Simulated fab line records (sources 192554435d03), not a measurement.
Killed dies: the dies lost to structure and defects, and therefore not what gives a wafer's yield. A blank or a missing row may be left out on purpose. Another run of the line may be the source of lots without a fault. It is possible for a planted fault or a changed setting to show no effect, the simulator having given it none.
fab line records + flow n5-finfet
[record]
- lots = 10
- wafers = 30
- last-day = 18
route steps=1938 shown BEOL_M4@1111 BEOL_M10@1490 PASSIVATION@1936
lots that met no fault: taken from a fault-free run of the same line
start-h: hours from the record's first day to the start of the lot's first wafer shown + wait-h: time in hours since the lot's previous step + " the same as in the row above + L1.1+2: a single row standing in for several wafers + - either no value or no given start + * or withheld: withheld + < > ~ a bound
route shown NAME@n: names a module that has steps shown in the file, with the first one's number in the route + usual: mean/standard deviation of fault-free wafers + same: alike in all rows + chamber/n: place in a boat + sites: the reading at each site + _std_site: the values' standard deviation + _edge_site: inner sites' mean taken away from outer sites' mean + radius-mm: how far each site lies from the wafer's centre + mask NAME#n: copy n + behind: the most recent tool/chamber to have shaped the wafer + hold: the reason the lot was held/the length of the hold in hours/how it ended + device: transistor that didn't switch, given as n, p or np + end of line: the tests these same wafers got at the end of their route + for a step that has no rows: nothing shown but its recipe + killed: the dies lost at the first sort to structure and to defects; this is not the yield of the wafer + map: a wafer's dies, marking killed ones x, the rest . and places with no die _
set.NAME: the setting the step ran with; set.NAME@STEP: the setting that earlier step ran with + model.NAME: the simulator's own value behind a step, which no gauge read
a sample of lots followed through the steps of the route, with each step as a table and each wafer as a row
services: when a tool's chamber went out of use (start-h, in hours from the record's first day, below 0 if earlier), for how many hours, and the reason
[[steps]]
[step N5_BEOL_M4_RC_MEAS_101]
[usual]
- DIBL_N = 35.9/1.3
- DIBL_P = 36.3/1.5
- IOFF_N = 0.153/0.023
- IOFF_P = 0.208/0.028
- ION_N = 672/9.7
- ION_P = 462/6.6
- SS_N = 71.5/0.53
- SS_P = 73.3/0.59
- VT_N = 250.4/2.7
- VT_P = -250.5/3
| lot.wafer | tool      | chamber | start-h | wait-h | DIBL_N[mV/V] | DIBL_P[mV/V] | IOFF_N[nA/um] | IOFF_P[nA/um] | ION_N[uA/um] | ION_P[uA/um] | SS_N[mV/dec] | SS_P[mV/dec] | VT_N[mV] | VT_P[mV] |
|-----------|-----------|---------|---------|--------|--------------|--------------|---------------|---------------|--------------|--------------|--------------|--------------|----------|----------|
| L232.2    | prober-02 | 0       | 194.10  | 0.2    | 34.1         | 36.7         | 0.150         | 0.207         | 674          | 467          | 71.5         | 73.5         | 247.2    | -250.3   |
| L232.3    | "         | 0       | "       | "      | 33.4         | 36.1         | 0.139         | 0.206         | 665          | 463          | 71.5         | 73.4         | 248.8    | -250.9   |
| L232.4    | "         | 0       | "       | "      | 34.4         | 36.6         | 0.148         | 0.195         | 664          | 455          | 71.6         | 73.8         | 246.3    | -252.2   |
| L233.1    | prober-01 | 0       | 200.32  | 0.0    | 37.3         | 37.6         | 0.186         | 0.275         | 672          | 470          | 72.6         | 73.6         | 245.2    | -245.2   |
| L233.3    | "         | 0       | "       | "      | 35.1         | 34.8         | 0.148         | 0.214         | 670          | 469          | 71.1         | 72.8         | 250.7    | -248.0   |
| L233.4    | "         | 0       | "       | "      | 38.7         | 39.2         | 0.218         | 0.307         | 690          | 478          | 73.0         | 73.3         | 246.7    | -243.2   |
| L239.1    | prober-02 | 0       | 227.20  | 0.0    | 35.7         | 35.8         | 0.135         | 0.180         | 675          | 460          | 71.3         | 73.6         | 253.1    | -249.9   |
| L239.3    | "         | 0       | "       | "      | 37.4         | 38.7         | 0.173         | 0.224         | 684          | 471          | 71.7         | 73.5         | 247.8    | -248.1   |
| L239.4    | "         | 0       | "       | "      | 37.4         | 38.2         | 0.169         | 0.213         | 686          | 464          | 71.9         | 73.1         | 247.4    | -251.0   |
| L238.1    | prober-02 | 0       | 231.53  | 0.0    | 35.5         | 35.2         | 0.133         | 0.188         | 660          | 453          | 71.2         | 72.8         | 253.5    | -253.0   |
| L238.3    | "         | 0       | "       | "      | 36.2         | 35.9         | 0.149         | 0.192         | 670          | 458          | 71.2         | 73.1         | 252.0    | -255.0   |
| L238.5    | "         | 0       | "       | "      | 35.2         | 35.0         | 0.128         | 0.180         | 664          | 452          | 71.2         | 73.4         | 255.7    | -255.7   |
| L240.1    | prober-01 | 0       | 236.63  | 0.0    | 35.1         | 34.6         | 0.125         | 0.201         | 666          | 466          | 70.8         | 72.6         | 253.6    | -245.9   |
| L240.3    | "         | 0       | "       | "      | 35.7         | 35.3         | 0.141         | 0.216         | 670          | 462          | 71.6         | 73.7         | 248.8    | -247.0   |
| L240.6    | "         | 0       | "       | "      | 35.5         | 34.3         | 0.130         | 0.203         | 668          | 463          | 71.7         | 73.0         | 253.1    | -245.9   |
| L247.2    | prober-01 | 0       | 279.33  | 0.2    | 34.7         | 36.2         | 0.135         | 0.171         | 677          | 456          | 71.2         | 72.8         | 253.7    | -255.0   |
| L247.3    | "         | 0       | "       | "      | 35.2         | 36.0         | 0.140         | 0.176         | 667          | 455          | 71.5         | 73.7         | 252.1    | -255.3   |
| L247.6    | "         | 0       | "       | "      | 34.3         | 35.4         | 0.126         | 0.161         | 663          | 456          | 71.2         | 73.0         | 253.5    | -255.1   |
| L249.3    | prober-01 | 0       | 303.42  | 0.8    | 33.7         | 34.3         | 0.136         | 0.213         | 665          | 462          | 70.9         | 73.3         | 251.6    | -247.8   |
| L249.5    | "         | 0       | "       | "      | 33.9         | 34.7         | 0.137         | 0.212         | 670          | 466          | 70.4         | 72.4         | 250.3    | -248.5   |
| L249.6    | "         | 0       | "       | "      | 34.0         | 35.1         | 0.144         | 0.223         | 686          | 476          | 71.5         | 73.6         | 251.4    | -245.7   |
| L248.1    | prober-02 | 0       | 304.84  | 0.0    | 34.6         | 34.6         | 0.142         | 0.180         | 679          | 461          | 70.4         | 72.8         | 248.7    | -251.5   |
| L248.3    | "         | 0       | "       | "      | 36.1         | 35.9         | 0.158         | 0.198         | 679          | 460          | 71.5         | 73.5         | 250.2    | -250.3   |
| L248.4    | "         | 0       | "       | "      | 35.8         | 36.2         | 0.146         | 0.207         | 666          | 456          | 71.8         | 73.4         | 252.1    | -248.1   |
| L251.2    | prober-02 | 0       | 313.32  | 0.2    | 37.1         | 38.5         | 0.190         | 0.239         | 690          | 472          | 71.4         | 74.4         | 247.0    | -248.6   |
| L251.3    | "         | 0       | "       | "      | 36.4         | 37.5         | 0.170         | 0.215         | 691          | 468          | 71.4         | 74.6         | 248.6    | -250.0   |
| L251.5    | "         | 0       | "       | "      | 36.6         | 37.4         | 0.165         | 0.209         | 679          | 462          | 71.7         | 73.0         | 249.0    | -248.8   |
| L252.1    | prober-02 | 0       | 316.46  | 0.0    | 34.8         | 35.7         | 0.130         | 0.177         | 667          | 465          | 71.1         | 73.4         | 252.7    | -253.0   |
| L252.2    | "         | 0       | "       | "      | 35.1         | 36.5         | 0.138         | 0.189         | 674          | 461          | 71.4         | 72.4         | 252.6    | -253.8   |
| L252.4    | "         | 0       | "       | "      | 36.2         | 37.1         | 0.155         | 0.208         | 671          | 459          | 71.0         | 73.0         | 252.4    | -251.6   |
[step N5_BEOL_M10_STRIP_67]
[recipe]
- chemistry = CF4
- resist = SiARC
- power-w = 300
- bias-power-w = 75
- pressure-mtorr = 50
- cf4-flow-sccm = 150
- rf-frequency-hz = 6e+07
[usual]
- cf4-flow-sccm = 150.0/0.47
- drypump-motor-current-A = 5.9/0.36
- oes-product-au = 0.82/0.085
- rf-vpp-V = 271.3/2
- showerhead-plenum-p-Torr = 1.80/0.087
- throttle-valve-pct = 13.57/0.27
| lot.wafer | tool        | chamber | start-h | wait-h | cf4-flow-sccm | drypump-motor-current-A | oes-product-au | rf-hours-counter-h | rf-vpp-V | showerhead-plenum-p-Torr | throttle-valve-pct |
|-----------|-------------|---------|---------|--------|---------------|-------------------------|----------------|--------------------|----------|--------------------------|--------------------|
| L232.2    | rie-diel-06 | 3       | 247.87  | 0.0    | 149.2         | 6.4                     | 0.87           | 39                 | 271.6    | 1.76                     | 13.35              |
| L232.3    | "           | 2       | "       | "      | 150.0         | 6.3                     | 0.93           | 28                 | 270.8    | 1.76                     | 13.32              |
| L232.4    | "           | 1       | "       | "      | 151.1         | 5.3                     | 0.84           | 62                 | 274.4    | 1.89                     | 13.41              |
| L233.1    | rie-diel-03 | 1       | 251.61  | 0.0    | 150.0         | 5.9                     | 0.88           | 39                 | 271.0    | 1.82                     | 13.68              |
| L233.3    | "           | 3       | "       | "      | 150.1         | 6.2                     | 0.76           | 135                | 272.1    | 1.87                     | 13.83              |
| L233.4    | "           | 0       | "       | "      | 149.5         | 5.5                     | 0.69           | 255                | 270.9    | 1.77                     | 13.69              |
| L239.1    | rie-diel-06 | 1       | 275.41  | 0.0    | 149.8         | 5.4                     | 0.83           | 72                 | 272.7    | 1.89                     | 13.46              |
| L239.3    | "           | 3       | "       | "      | 149.6         | 6.4                     | 0.86           | 48                 | 269.1    | 1.75                     | 13.36              |
| L239.4    | "           | 2       | "       | "      | 150.2         | 6.3                     | 0.90           | 38                 | 269.9    | 1.75                     | 13.34              |
| L240.1    | rie-diel-05 | 0       | 283.24  | 0.0    | 150.5         | 5.3                     | 1.01           | 0                  | 274.1    | 1.91                     | 13.57              |
| L240.3    | "           | 2       | "       | "      | 149.5         | 5.4                     | 0.88           | 40                 | 273.5    | 1.90                     | 13.36              |
| L240.6    | "           | 1       | "       | "      | 149.7         | 5.9                     | 0.68           | -                  | 268.9    | 1.70                     | 13.47              |
| L238.1    | rie-diel-03 | 1       | 286.33  | 0.0    | 149.8         | 5.9                     | 0.85           | 54                 | 272.8    | 1.82                     | 13.71              |
| L238.3    | "           | 0       | "       | "      | 150.3         | 5.6                     | 0.98           | 2                  | 269.6    | 1.77                     | 13.11              |
| L238.5    | "           | 1       | "       | "      | 149.8         | 5.9                     | 0.85           | -                  | 271.6    | 1.82                     | 13.73              |
| L247.2    | rie-diel-03 | 3       | 335.16  | 0.0    | 150.1         | 6.1                     | 0.73           | 164                | 273.0    | 1.86                     | 13.91              |
| L247.3    | "           | 0       | "       | "      | 150.6         | 5.5                     | 0.92           | 21                 | 271.6    | 1.76                     | 13.15              |
| L247.6    | "           | 1       | "       | "      | 150.5         | 5.9                     | 0.84           | -                  | 271.3    | 1.81                     | 13.75              |
| L248.1    | rie-diel-05 | 0       | 352.46  | 0.0    | 149.8         | 5.3                     | 0.91           | 26                 | 274.2    | 1.90                     | 13.65              |
| L248.3    | "           | 1       | "       | "      | 150.1         | 5.9                     | 0.98           | 1                  | 274.8    | 1.91                     | 12.97              |
| L248.4    | "           | 2       | "       | "      | 150.4         | 5.4                     | 0.84           | 68                 | 273.5    | 1.89                     | 13.44              |
| L249.3    | rie-diel-03 | 0       | 363.04  | 0.0    | 150.1         | 5.5                     | 0.92           | 29                 | 272.2    | 1.76                     | 13.16              |
| L249.5    | "           | 2       | "       | "      | 150.2         | 6.1                     | 0.70           | -                  | 266.7    | 1.64                     | 14.00              |
| L249.6    | "           | 1       | "       | "      | 149.8         | 5.9                     | 0.82           | -                  | 271.8    | 1.81                     | 13.78              |
| L251.2    | rie-diel-05 | 3       | 363.35  | 0.0    | 149.9         | 5.8                     | 0.85           | 60                 | 273.3    | 1.88                     | 13.26              |
| L251.3    | "           | 2       | "       | "      | 149.8         | 5.4                     | 0.83           | 72                 | 272.6    | 1.89                     | 13.44              |
| L251.5    | "           | 1       | "       | "      | 150.8         | 6.0                     | 0.96           | -                  | 272.3    | 1.91                     | 12.95              |
| L252.1    | rie-diel-06 | 2       | 364.75  | 0.0    | 150.6         | 6.3                     | 0.86           | 67                 | 269.2    | 1.75                     | 13.40              |
| L252.2    | "           | 0       | "       | "      | 149.1         | 5.8                     | 0.76           | 165                | 269.5    | 1.73                     | 13.62              |
| L252.4    | "           | 3       | "       | "      | 150.0         | 6.4                     | 0.82           | 79                 | 269.4    | 1.75                     | 13.42              |
[step N5_BEOL_M10_CD_MEAS_18]
[recipe]
- pitch-nm = 140
- target-cd-nm = 70
[usual]
- cd-nm = 70.2/0.44
| lot.wafer | tool      | chamber | start-h | wait-h | cd-nm |
|-----------|-----------|---------|---------|--------|-------|
| L232.2    | cd-sem-01 | -       | 248.13  | 0.1    | 70.3  |
| L232.3    | "         | -       | "       | "      | 70.5  |
| L232.4    | "         | -       | "       | "      | 69.9  |
| L233.1    | cd-sem-01 | -       | 251.83  | 0.0    | 70.2  |
| L233.3    | "         | -       | "       | "      | 70.6  |
| L233.4    | "         | -       | "       | "      | 70.7  |
| L239.1    | cd-sem-03 | -       | 275.64  | 0.0    | 70.1  |
| L239.3    | "         | -       | "       | "      | 69.8  |
| L239.4    | "         | -       | "       | "      | 70.2  |
| L240.1    | cd-sem-01 | -       | 283.46  | 0.0    | 70.6  |
| L240.3    | "         | -       | "       | "      | 69.4  |
| L240.6    | "         | -       | "       | "      | 70.4  |
| L238.1    | cd-sem-01 | -       | 286.58  | 0.0    | 70.1  |
| L238.3    | "         | -       | "       | "      | 69.8  |
| L238.5    | "         | -       | "       | "      | 70.1  |
| L247.2    | cd-sem-02 | -       | 335.39  | 0.1    | 69.5  |
| L247.3    | "         | -       | "       | "      | 69.5  |
| L247.6    | "         | -       | "       | "      | 69.5  |
| L248.1    | cd-sem-02 | -       | 352.78  | 0.0    | 70.5  |
| L248.3    | "         | -       | "       | "      | 70.7  |
| L248.4    | "         | -       | "       | "      | 70.6  |
| L249.3    | cd-sem-02 | -       | 363.27  | 0.1    | 70.5  |
| L249.5    | "         | -       | "       | "      | 69.8  |
| L249.6    | "         | -       | "       | "      | 70.6  |
| L251.2    | cd-sem-01 | -       | 363.63  | 0.1    | 70.9  |
| L251.3    | "         | -       | "       | "      | 70.2  |
| L251.5    | "         | -       | "       | "      | 70.4  |
| L252.1    | cd-sem-03 | -       | 364.99  | 0.0    | 71.2  |
| L252.2    | "         | -       | "       | "      | 70.6  |
| L252.4    | "         | -       | "       | "      | 71.0  |
[step N5_BEOL_M10_VIA_ETCH_34]
[recipe]
- chemistry = C4F6/O2
- target = SiCOH_lowk
- target-depth-a = 1845
- mask-material = SOC
- taper-deg = 4
- time-s = 69.2
- ion-energy-ev = 250
- pressure-mtorr = 30
- source-w = 345
- bias-w = 185
- Ar_flow_sccm = 300
- C4F6_flow_sccm = 10
- O2_flow_sccm = 10
[usual]
- drypump-motor-current-A = 5.9/0.36
- oes-product-au = 0.83/0.093
- rf-vpp-V = 664/6.7
- run-length-s = 92.4/0.45
- showerhead-plenum-p-Torr = 2.84/0.14
- throttle-valve-pct = 20.9/0.31
| lot.wafer | tool        | chamber | start-h | wait-h | drypump-motor-current-A | oes-product-au | rf-hours-counter-h | rf-vpp-V | run-length-s | showerhead-plenum-p-Torr | throttle-valve-pct |
|-----------|-------------|---------|---------|--------|-------------------------|----------------|--------------------|----------|--------------|--------------------------|--------------------|
| L232.2    | rie-diel-05 | 1       | 251.13  | 0.0    | 5.9                     | 0.68           | 222                | 668      | 92.5         | 2.70                     | 20.6               |
| L232.3    | "           | 2       | "       | "      | 5.4                     | 0.91           | 26                 | 666      | 92.3         | 3.01                     | 20.7               |
| L232.4    | "           | 0       | "       | "      | 5.3                     | 0.70           | 244                | 659      | 92.5         | 2.70                     | 21.5               |
| L233.1    | rie-diel-05 | 3       | 253.09  | 0.0    | 5.8                     | 0.93           | 17                 | 672      | 93.3         | 3.03                     | 20.6               |
| L233.3    | "           | 1       | "       | "      | 5.9                     | 0.68           | 223                | 668      | 92.6         | 2.70                     | 20.6               |
| L233.4    | "           | 0       | "       | "      | 5.3                     | 0.70           | 245                | 659      | 92.3         | 2.70                     | 21.5               |
| L239.1    | rie-diel-05 | 2       | 279.51  | 0.0    | 5.4                     | 0.89           | 39                 | 665      | 92.2         | 3.01                     | 20.7               |
| L239.3    | "           | 3       | "       | "      | 5.8                     | 0.90           | 28                 | 671      | 92.7         | 3.02                     | 20.6               |
| L239.4    | "           | 1       | "       | "      | 6.0                     | 0.67           | -                  | 668      | 92.4         | 2.70                     | 20.7               |
| L240.1    | rie-diel-03 | 0       | 285.83  | 0.0    | 5.6                     | 1.00           | 2                  | 660      | 91.8         | 2.79                     | 20.4               |
| L240.3    | "           | 1       | "       | "      | 5.9                     | 0.86           | 54                 | 663      | 92.3         | 2.89                     | 21.2               |
| L240.6    | "           | 2       | "       | "      | 6.2                     | 0.71           | -                  | 661      | 92.4         | 2.61                     | 21.2               |
| L238.1    | rie-diel-03 | 0       | 288.13  | 0.0    | 5.6                     | 0.98           | 3                  | 659      | 92.2         | 2.79                     | 20.4               |
| L238.3    | "           | 2       | "       | "      | 6.2                     | 0.71           | 210                | 661      | 92.3         | 2.61                     | 21.2               |
| L238.5    | "           | 2       | "       | "      | 6.2                     | 0.71           | -                  | 662      | 92.1         | 2.61                     | 21.2               |
| L247.2    | rie-diel-03 | 2       | 337.53  | 0.0    | 6.1                     | 0.69           | 228                | 662      | 76.7         | 2.60                     | 21.2               |
| L247.3    | "           | 0       | "       | "      | 5.5                     | 0.93           | 22                 | 658      | 76.1         | 2.78                     | 20.5               |
| L247.6    | "           | 1       | "       | "      | 5.9                     | 0.84           | -                  | 664      | 76.9         | 2.88                     | 21.2               |
| L248.1    | rie-diel-03 | 1       | 355.34  | 0.0    | 5.9                     | 0.83           | 80                 | 662      | 77.5         | 2.88                     | 21.2               |
| L248.3    | "           | 2       | "       | "      | 6.1                     | 0.69           | 234                | 660      | 76.6         | 2.60                     | 21.3               |
| L248.4    | "           | 3       | "       | "      | 6.1                     | 0.73           | 170                | 667      | 76.2         | 2.97                     | 21.3               |
| L249.3    | rie-diel-03 | 1       | 364.35  | 0.0    | 5.9                     | 0.82           | 83                 | 663      | 76.9         | 2.88                     | 21.2               |
| L249.5    | "           | 0       | "       | "      | 5.6                     | 0.91           | -                  | 658      | 76.4         | 2.78                     | 20.5               |
| L249.6    | "           | 3       | "       | "      | 6.2                     | 0.73           | -                  | 667      | 76.3         | 2.96                     | 21.3               |
| L252.1    | rie-diel-06 | 3       | 367.24  | 0.0    | 6.4                     | 0.81           | 80                 | 673      | 92.1         | 2.77                     | 20.8               |
| L252.2    | "           | 0       | "       | "      | 5.8                     | 0.76           | 165                | 651      | 93.2         | 2.72                     | 20.8               |
| L252.4    | "           | 2       | "       | "      | 6.3                     | 0.87           | 68                 | 652      | 92.2         | 2.77                     | 20.8               |
| L251.2    | rie-diel-05 | 0       | 367.42  | 0.0    | 5.3                     | 0.91           | 31                 | 670      | 92.2         | 3.02                     | 21.1               |
| L251.3    | "           | 3       | "       | "      | 5.8                     | 0.85           | 61                 | 670      | 93.0         | 3.01                     | 20.7               |
| L251.5    | "           | 0       | "       | "      | 5.3                     | 0.91           | -                  | 670      | 92.6         | 3.02                     | 21.1               |
[step N5_PASSIVATION_PROBE_49]
[usual]
- defect-limited-yield = 91.1/1.5
- killed_at_M0_to_M3 = 35/9.5
- killed_at_M4_up = 13/5.2
- killed-at-contacts = 12/6.1
- killed-at-front-end = 41/14
- killed-at-other = 3.8/2.9
- killed-dies = 105/17
- killed-on-rim = 13/4.1
- killed-open = 70/13
- killed-short = 33/8.4
- sort_bin_5_function = 5.1/0.97
- sort_bin_6_memory = 3.4/0.69
- sort_bin_8_speed = 0.00/0.007
- sort-n-pass = 1075/17
- sort-yield-pct = 91.1/1.5
[same]
- gross-dies = 1180
- killed-at-back-side = 0
- sort_bin_4_leakage[%] = 0
| lot.wafer | tool      | chamber | start-h | wait-h | defect-limited-yield[%] | killed_at_M0_to_M3 | killed_at_M4_up | killed-at-contacts | killed-at-front-end | killed-at-other | killed-dies | killed-on-rim | killed-open | killed-short | sort_bin_5_function[%] | sort_bin_6_memory[%] | sort_bin_8_speed[%] | sort-n-pass | sort-yield-pct[%] |
|-----------|-----------|---------|---------|--------|-------------------------|--------------------|-----------------|--------------------|---------------------|-----------------|-------------|---------------|-------------|--------------|------------------------|----------------------|---------------------|-------------|-------------------|
| L247.2    | prober-02 | -       | 385.26  | 0.1    | 16.4                    | 31                 | 900             | 18                 | 36                  | 2               | 987         | 89            | 58          | 36           | 80.5                   | 2.9                  | 0                   | 193         | 16.4              |
| L247.3    | prober-02 | -       | 385.31  | 0.1    | 27.5                    | 57                 | 744             | 13                 | 40                  | 2               | 856         | 59            | 71          | 47           | 68.3                   | 3.7                  | 0                   | 324         | 27.5              |
| L247.6    | prober-02 | -       | 385.46  | 0.3    | 30.6                    | 42                 | 692             | 43                 | 38                  | 4               | 819         | 147           | 86          | 52           | 63.9                   | 4.9                  | 0                   | 361         | 30.6              |
| L249.3    | prober-02 | -       | 411.70  | 0.1    | 22.4                    | 39                 | 799             | 18                 | 58                  | 2               | 916         | 151           | 91          | 41           | 72.8                   | 4.2                  | 0                   | 264         | 22.4              |
| L249.5    | prober-02 | -       | 411.80  | 0.2    | 30.3                    | 26                 | 745             | 11                 | 38                  | 3               | 823         | 40            | 56          | 27           | 66.3                   | 3.1                  | 0                   | 357         | 30.3              |
| L249.6    | prober-02 | -       | 411.85  | 0.3    | 19.5                    | 29                 | 837             | 24                 | 59                  | 1               | 950         | 151           | 94          | 38           | 75.7                   | 4.5                  | 0                   | 230         | 19.5              |
| L248.1    | prober-01 | -       | 411.93  | 0.0    | 22.7                    | 22                 | 811             | 15                 | 60                  | 4               | 912         | 151           | 78          | 27           | 73.4                   | 3.8                  | 0                   | 268         | 22.7              |
| L248.3    | prober-01 | -       | 412.03  | 0.1    | 14.9                    | 37                 | 882             | 11                 | 71                  | 3               | 1004        | 79            | 94          | 40           | 80.3                   | 4.7                  | 0                   | 176         | 14.9              |
| L248.4    | prober-01 | -       | 412.08  | 0.2    | 20.3                    | 25                 | 841             | 7                  | 60                  | 8               | 941         | 152           | 83          | 30           | 76.1                   | 3.4                  | 0                   | 239         | 20.3              |
// killed by level:class
L247.2 BEOL_M10:area-etch=889 MOL_CONTACT_COAG:geometric-particle:open=14 FIN_SAQP:geometric-particle:short=11 BEOL_M1:geometric-particle:open=7 FIN_SAQP:geometric-particle:open=5 BEOL_M3:geometric-particle:open=5 DUMMY_GATE:geometric-particle:open=4 BEOL_M0_SAQP:geometric-particle:open=4
L247.3 BEOL_M10:area-etch=736 BEOL_M0_SAQP:geometric-particle:open=15 BEOL_M0_SAQP:geometric-particle:short=10 BEOL_M1:geometric-particle:open=10 FIN_SAQP:geometric-particle:short=9 MOL_CONTACT_COAG:geometric-particle:open=8 GATE_CUT:geometric-particle:short=7 BEOL_M2:geometric-particle:open=7
L247.6 BEOL_M10:area-etch=681 MOL_CONTACT_COAG:geometric-particle:open=33 BEOL_M0_SAQP:geometric-particle:open=10 MOL_CONTACT_COAG:geometric-particle:short=10 BEOL_M3:geometric-particle:open=10 GATE_CUT:geometric-particle:short=8 FIN_SAQP:geometric-particle:short=6 STI_FIN_REVEAL:geometric-particle:open=6
L249.3 BEOL_M10:area-etch=779 MOL_CONTACT_COAG:geometric-particle:open=14 FIN_SAQP:geometric-particle:open=12 STI_FIN_REVEAL:geometric-particle:open=12 FIN_SAQP:geometric-particle:short=9 BEOL_M2:geometric-particle:open=8 BEOL_M4:geometric-particle:open=7 BEOL_M1:geometric-particle:open=7
L249.5 BEOL_M10:area-etch=734 MOL_CONTACT_COAG:geometric-particle:open=8 BEOL_M3:geometric-particle:open=8 STI_FIN_REVEAL:geometric-particle:open=6 FIN_SAQP:geometric-particle:open=5 GATE_CUT:geometric-particle:short=5 FIN_SAQP:geometric-particle:short=4 BEOL_M0_SAQP:geometric-particle:open=4
L249.6 BEOL_M10:area-etch=815 MOL_CONTACT_COAG:geometric-particle:open=23 FIN_SAQP:geometric-particle:open=16 FIN_SAQP:geometric-particle:short=13 BEOL_M0_SAQP:geometric-particle:open=10 BEOL_M0_SAQP:geometric-particle:short=7 BEOL_M4:geometric-particle:open=6 BEOL_M5:geometric-particle:open=6
L248.1 BEOL_M10:area-etch=807 STI_FIN_REVEAL:geometric-particle:open=33 MOL_CONTACT_COAG:geometric-particle:open=12 FIN_SAQP:geometric-particle:open=7 BEOL_M1:geometric-particle:open=7 BEOL_M0_SAQP:geometric-particle:short=5 GATE_CUT:geometric-particle:short=5 FIN_SAQP:geometric-particle:short=4
L248.3 BEOL_M10:area-etch=870 STI_FIN_REVEAL:geometric-particle:open=19 FIN_SAQP:geometric-particle:open=12 MOL_CONTACT_COAG:geometric-particle:open=11 GATE_CUT:geometric-particle:short=10 BEOL_M0_SAQP:geometric-particle:open=10 FIN_SAQP:geometric-particle:short=9 DUMMY_GATE:geometric-particle:open=7
L248.4 BEOL_M10:area-etch=828 STI_FIN_REVEAL:geometric-particle:open=25 FIN_SAQP:geometric-particle:open=10 STI_FIN_REVEAL:geometric-particle:short=8 BEOL_M1:geometric-particle:open=8 DUMMY_GATE:geometric-particle:open=7 BEOL_M0_SAQP:geometric-particle:open=7 BEOL_M4:geometric-particle:open=6
[[services]]
| tool        | chamber | start-h | hours | kind                          |
|-------------|---------|---------|-------|-------------------------------|
| rie-diel-06 | 3       | 240.11  | 5.5   | repair                        |
| rie-diel-03 | 0       | 255.88  | 1.4   | repair                        |
| rie-diel-03 | 0       | 257.35  | -     | clean                         |
| rie-diel-03 | 0       | 257.35  | -     | consumable-replace:focus-ring |
| rie-diel-03 | 0       | 257.35  | 21.2  | scheduled-down                |
| rie-diel-03 | 0       | 257.35  | 21.2  | vent-cycle                    |
| rie-diel-05 | -       | 259.04  | 0.4   | repair                        |
| rie-diel-03 | 2       | 267.03  | 4.8   | repair                        |
| rie-diel-05 | 0       | 268.46  | -     | clean                         |
| rie-diel-05 | 0       | 268.46  | -     | consumable-replace:focus-ring |
| rie-diel-05 | 0       | 268.46  | -     | consumable-replace:showerhead |
| rie-diel-05 | 0       | 268.46  | 14.5  | scheduled-down                |
| rie-diel-05 | 0       | 268.46  | 14.5  | vent-cycle                    |
| rie-diel-03 | 3       | 284.01  | 8.3   | repair                        |
| rie-diel-05 | 1       | 327.43  | -     | clean                         |
| rie-diel-05 | 1       | 327.43  | -     | consumable-replace:focus-ring |
| rie-diel-05 | 1       | 327.43  | -     | consumable-replace:showerhead |
| rie-diel-05 | 1       | 327.43  | 22.4  | scheduled-down                |
| rie-diel-05 | 1       | 327.43  | 22.4  | vent-cycle                    |
| rie-diel-06 | 0       | 342.72  | 16.7  | repair                        |
[[key]]
[first-sign]
- step = N5_BEOL_M10_VIA_ETCH_34
- reading = run-length-s
- direction = down
- sigmas = 35
- usual = *
- struck = *
[effect]
- step = N5_PASSIVATION_PROBE_49
- reading = killed_at_M4_up
- direction = up
- sigmas = 99+
- usual = 13
- struck = 806
[more-kills-born-at]
- N5_BEOL_M10_VIA_ETCH_34@rie-diel-03 = 7139
met-at N5_BEOL_M10_VIA_ETCH_34
struck-lots L247,L248,L249
later-rows-left-out L247.2,L247.3,L247.6,L248.1,L248.3,L248.4,L249.3,L249.5,L249.6
not-acting-at N5_BEOL_M10_STRIP_67,N5_BEOL_M10_CD_MEAS_18
onset-between 288.13 337.53
[fault]
- kind = process-parameter-drift
- tool = rie-diel-03
- chamber = -
- onset-h = 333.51
- steps = N5_BEOL_M10_VIA_ETCH_34
- channel = time-s
- offset = *
- shape = step
- end-h = 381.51
- acts-in = *
- stated = *
// later-rows-left-out: the simulator's readings of these wafers behind a module that went badly wrong aren't trusted and aren't shown, but for the sort
